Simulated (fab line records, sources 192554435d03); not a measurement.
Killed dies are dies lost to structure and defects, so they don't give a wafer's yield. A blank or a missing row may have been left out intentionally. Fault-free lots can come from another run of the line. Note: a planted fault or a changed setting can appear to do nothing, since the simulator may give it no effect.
Chamber matching -- flow n5-finfet -- 4 sister chambers for N5_HKMG_FIN_ALD_21 on ald-metal-04
The step deposits TiN, target thk 1.5 nm, pulse time 1 s, purge time 3 s. 7 wafers are shown with their chamber, then 9 later ones without.

## WAFERS, EACH WITH ITS CHAMBER
wafer,chamber,heater-power-w (W),precursor-pulse-height-rel
L294.3,1,875,0.997
L294.6,2,761,0.972
L295.5,2,764,0.979
L295.6,3,942,1.044
L296.1,3,940,0.994
L296.2,1,860,1.042
L296.5,0,958,1.019

## WAFERS WHOSE CHAMBER IS MISSING
wafer,heater-power-w (W),precursor-pulse-height-rel
L297.2,882,1.017
L297.4,944,1.018
L297.5,939,1.015
L298.1,945,1.024
L298.2,763,0.974
L298.6,932,1.018
L300.1,930,1.013
L300.4,842,0.964
L300.5,754,0.981

## WHICH CHAMBER EACH ONE RAN IN
wafer,from the rows above,in truth
L297.2,1,1
L297.4,can't be placed: 3 or 0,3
L297.5,3,3
L298.1,can't be placed: 3 or 0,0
L298.2,2,2
L298.6,3,3
L300.1,3,3
L300.4,1,1
L300.5,2,2
Placed correctly: 7 of 9. Unplaceable from these rows: 2, with the true chamber sitting among the candidates in 2. 0 placed wrongly.
How it was worked out, from the rows above alone: a wafer's distance from a chamber is the root of the sum, over the readings, of the square of ((its reading less the chamber's mean) divided by the reading's scatter). If the next closest chamber is less than 2 further off than the closest, the wafer can't be placed; otherwise it belongs to the closest. Each chamber's mean is taken over the wafers shown for it. The scatter: the root of (the sum of the squares of (reading less its chamber's mean) over the shown wafers, divided by (wafers less chambers)).
